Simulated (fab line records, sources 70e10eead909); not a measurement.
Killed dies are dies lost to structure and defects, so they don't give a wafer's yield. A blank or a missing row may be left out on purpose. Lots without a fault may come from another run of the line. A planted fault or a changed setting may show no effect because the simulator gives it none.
Problem report in the 8D (eight disciplines) form, filled by code | flow nand_harc | the parts of the form that need people (team, actions taken, sign-off) are left out

1. THE PROBLEM
oes_product_au at NHARC_A_DECK1_JOINT_ETCHBACK_07 reads a mean of 0.927 a.u. on 2 wafers of 2 lots; wafers without a fault read 1.000 a.u. with a standard deviation of 0.01. That is -7.2 standard deviations from the usual mean.
The step: etches the open film in HBr, target depth 105 nm, time 26.9 s.
First seen on wafer L849.5, day 15 14:49, on rie_si-03. The record holds 39 wafers of 13 lots with a number at this step. Rule for "out", or "out of limits": more than 4 standard deviations from the usual mean. The other wafers with a number count as sound.

2. WHAT IT IS AND WHAT IT IS NOT
question                    | is                | is not
which readings at this step | oes_product_au    | drypump_motor_current_A, throttle_valve_pct
which lots                  | L849, L850        | L837, L838, L839, L841, L842, L852, L854, L855, L857, L859, L860
which wafers of those lots  | L849.5, L850.3    | L849.2, L849.4, L850.1, L850.4
read on which tools         | rie_si-03         | rie_si-04, rie_si-05
when                        | from day 15 14:49 | up to then (17 sound wafers); but 20 sound wafers of L850, L852, L854, L855, L857, L859, L860 came after

3. SUSPECTS, AND WHAT RULES EACH OUT
Counting: a tool at a process step up to the reading stays a suspect if it ran every lot that is out. Sound lots after the first of them don't rule it out here, since some wafers of a struck lot are sound.
- rie_si-03 at NHARC_A_DECK1_JOINT_ETCHBACK_07 (etches the open film in HBr, target depth 105 nm, time 26.9 s): kept. It ran every lot that is out, first L849 (day 15 14:49); its last sound lot up to then is L842 (day 13 02:47). Its own readings are out on those wafers: oes_product_au.
Left after counting: rie_si-03 at NHARC_A_DECK1_JOINT_ETCHBACK_07.

4. THE CAUSE (what the simulator had put in)
Process parameter drift: rie_si-03, from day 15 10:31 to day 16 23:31, at NHARC_A_DECK1_JOINT_ETCHBACK_07. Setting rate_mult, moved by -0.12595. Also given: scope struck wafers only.
Counting left only this tool.

5. THE CHAIN OF EFFECTS, in route order
Each row: a reading whose mean over the struck wafers that have a number lies more than 3 standard deviations from the usual. Only readings for which the record gives a usual standard deviation are gone through. hours: the time from each lot's start at the first step in this table that gives one to its start at this step, as a median over the lots. sigmas: the change in usual standard deviations.
hours | step                            | reading        | usual      | on struck wafers | change | sigmas
0     | NHARC_A_DECK1_JOINT_ETCHBACK_07 | oes_product_au | 1.000 a.u. | 0.927            | -0.073 | -7.2
The process steps in it:
- NHARC_A_DECK1_JOINT_ETCHBACK_07: etches the open film in HBr, target depth 105 nm, time 26.9 s.

6. WHAT WOULD HAVE CAUGHT IT SOONER
In this record the first reading out of limits was taken at day 15 14:49, 4 hours after the fault began at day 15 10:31.
